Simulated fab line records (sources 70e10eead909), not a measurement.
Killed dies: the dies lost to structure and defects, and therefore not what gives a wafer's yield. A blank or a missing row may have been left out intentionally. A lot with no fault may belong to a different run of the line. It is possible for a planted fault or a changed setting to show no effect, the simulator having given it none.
Chamber matching + flow nand-harc + NHARC_A_STAIRCASE_TRIM_12 on rie-diel-05 has 4 sister chambers
The step chemistry O2, time 211.2 s. 18 wafers are shown with their chamber, then 9 later ones without.

WAFERS WITH THEIR CHAMBER
| wafer  | chamber | drypump-motor-current-A (A) | showerhead-plenum-p-Torr (Torr) | oes-product-au (a.u.) |
|--------|---------|-----------------------------|---------------------------------|-----------------------|
| L077.3 | 0       | 4.8                         | 3.50                            | 1.008                 |
| L077.4 | 3       | 6.5                         | 3.30                            | 1.011                 |
| L077.6 | 0       | 4.8                         | 3.50                            | 1.000                 |
| L079.2 | 3       | 6.5                         | 3.30                            | 1.003                 |
| L079.3 | 2       | 6.1                         | 3.38                            | 0.985                 |
| L079.6 | 0       | 4.8                         | 3.49                            | 1.002                 |
| L081.1 | 3       | 6.5                         | 3.30                            | 1.005                 |
| L081.2 | 1       | 5.7                         | 3.48                            | 0.978                 |
| L081.4 | 2       | 6.1                         | 3.38                            | 0.985                 |
| L083.1 | 3       | 6.5                         | 3.30                            | 1.012                 |
| L083.3 | 2       | 6.2                         | 3.37                            | 0.990                 |
| L083.5 | 3       | 6.5                         | 3.30                            | 1.007                 |
| L085.1 | 0       | 4.8                         | 3.49                            | 0.989                 |
| L085.4 | 3       | 6.5                         | 3.29                            | 1.014                 |
| L085.5 | 1       | 5.7                         | 3.48                            | 1.000                 |
| L090.1 | 3       | 6.5                         | 3.29                            | 1.010                 |
| L090.3 | 2       | 6.1                         | 3.36                            | 0.982                 |
| L090.6 | 0       | 4.8                         | 3.48                            | 1.012                 |

SIGNATURES, as means of the wafers listed above
| reading                  | chamber 0 | chamber 1 | chamber 2 | chamber 3 | scatter within a chamber |
|--------------------------|-----------|-----------|-----------|-----------|--------------------------|
| drypump-motor-current-A  | 4.800     | 5.700     | 6.125     | 6.500     | 0.0231                   |
| showerhead-plenum-p-Torr | 3.4920    | 3.4800    | 3.3725    | 3.2971    | 0.00706                  |
| oes-product-au           | 1.00220   | 0.98900   | 0.98550   | 1.00886   | 0.00696                  |
Rule: a wafer lies at a distance from a chamber equal to the root of the sum of squares, over the readings, of (its reading less the chamber's mean, divided by the reading's scatter). The wafer belongs to the nearest chamber; if the next one is less than 2 further off, it can't be placed. The scatter is the square root of a quotient: the sum, over the shown wafers, of each reading's squared deviation from its chamber's mean, divided by wafers minus chambers.

WAFERS WITH NO CHAMBER GIVEN
| wafer  | drypump-motor-current-A (A) | showerhead-plenum-p-Torr (Torr) | oes-product-au (a.u.) |
|--------|-----------------------------|---------------------------------|-----------------------|
| L089.3 | 4.7                         | 3.48                            | 0.995                 |
| L089.4 | 6.1                         | 3.36                            | 0.982                 |
| L089.6 | 4.8                         | 3.48                            | 0.994                 |
| L089.1 | 6.5                         | 3.29                            | 1.007                 |
| L089.2 | 5.7                         | 3.47                            | 0.993                 |
| L089.5 | 5.7                         | 3.47                            | 0.993                 |
| L096.2 | 5.7                         | 3.47                            | 1.018                 |
| L096.4 | 6.5                         | 3.81                            | 1.003                 |
| L096.5 | 6.1                         | 3.36                            | 0.966                 |

WHICH CHAMBER EACH ONE RAN IN
| wafer  | from the rows above | in truth                   |
|--------|---------------------|----------------------------|
| L089.3 | 0                   | 0                          |
| L089.4 | 2                   | 2                          |
| L089.6 | 0                   | 0                          |
| L089.1 | 3                   | 3                          |
| L089.2 | 1                   | 1                          |
| L089.5 | 1                   | 1                          |
| L096.2 | 1                   | 1                          |
| L096.4 | 1                   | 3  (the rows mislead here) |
| L096.5 | 2                   | 2                          |
Correct placement for 8 of the 9. Not placeable from these rows: 0. Placed wrongly: 1.
